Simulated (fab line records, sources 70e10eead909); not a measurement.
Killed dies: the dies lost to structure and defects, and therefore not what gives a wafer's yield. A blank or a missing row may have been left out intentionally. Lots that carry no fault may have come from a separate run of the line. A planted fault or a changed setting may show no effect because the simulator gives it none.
Matching of chambers || flow nand-harc || NHARC_A_M1_DESCUM_14 on rie-diel-01: 4 sister chambers
The step chemistry O2, time 3 s. 7 wafers are shown with their chamber, then 7 later ones without.

== WAFERS WITH THEIR CHAMBER ==
{"wafer": "L074.6", "chamber": 3, "showerhead-plenum-p-Torr (Torr)": 1.87, "drypump-motor-current-A (A)": 6.5}
{"wafer": "L074.3", "chamber": 1, "showerhead-plenum-p-Torr (Torr)": 1.86, "drypump-motor-current-A (A)": 5.8}
{"wafer": "L075.5", "chamber": 3, "showerhead-plenum-p-Torr (Torr)": 1.87, "drypump-motor-current-A (A)": 6.5}
{"wafer": "L077.3", "chamber": 0, "showerhead-plenum-p-Torr (Torr)": 1.90, "drypump-motor-current-A (A)": 5.9}
{"wafer": "L077.5", "chamber": 2, "showerhead-plenum-p-Torr (Torr)": 1.79, "drypump-motor-current-A (A)": 5.7}
{"wafer": "L090.1", "chamber": 2, "showerhead-plenum-p-Torr (Torr)": 1.79, "drypump-motor-current-A (A)": 5.8}
{"wafer": "L090.3", "chamber": 0, "showerhead-plenum-p-Torr (Torr)": 1.89, "drypump-motor-current-A (A)": 5.9}

== WAFERS WHOSE CHAMBER IS MISSING ==
{"wafer": "L090.6", "showerhead-plenum-p-Torr (Torr)": 1.87, "drypump-motor-current-A (A)": 6.5}
{"wafer": "L091.1", "showerhead-plenum-p-Torr (Torr)": 1.86, "drypump-motor-current-A (A)": 5.8}
{"wafer": "L091.5", "showerhead-plenum-p-Torr (Torr)": 1.89, "drypump-motor-current-A (A)": 5.9}
{"wafer": "L091.6", "showerhead-plenum-p-Torr (Torr)": 1.87, "drypump-motor-current-A (A)": 6.5}
{"wafer": "L097.1", "showerhead-plenum-p-Torr (Torr)": 1.87, "drypump-motor-current-A (A)": 6.5}
{"wafer": "L097.3", "showerhead-plenum-p-Torr (Torr)": 1.79, "drypump-motor-current-A (A)": 5.8}
{"wafer": "L097.5", "showerhead-plenum-p-Torr (Torr)": 1.86, "drypump-motor-current-A (A)": 5.8}

== EACH ONE'S CHAMBER ==
{"wafer": "L090.6", "from the rows above": 3, "in truth": 3}
{"wafer": "L091.1", "from the rows above": 1, "in truth": 1}
{"wafer": "L091.5", "from the rows above": 0, "in truth": 0}
{"wafer": "L091.6", "from the rows above": 3, "in truth": 3}
{"wafer": "L097.1", "from the rows above": 3, "in truth": 3}
{"wafer": "L097.3", "from the rows above": 2, "in truth": 2}
{"wafer": "L097.5", "from the rows above": 1, "in truth": 1}
Correct placement for 7 of the 7. Can't be placed from these rows: 0. Placed wrongly: 0.
How it was worked out, from the rows above alone: a wafer's distance from a chamber is the root of the sum, over the readings, of the square of ((its reading less the chamber's mean) divided by the reading's scatter). The wafer belongs to the nearest chamber; if the next one is less than 2 further off, it can't be placed. For every chamber, the mean is computed from those of its wafers that are shown. The scatter is the square root of a quotient: the sum, over the shown wafers, of each reading's squared deviation from its chamber's mean, divided by wafers minus chambers.
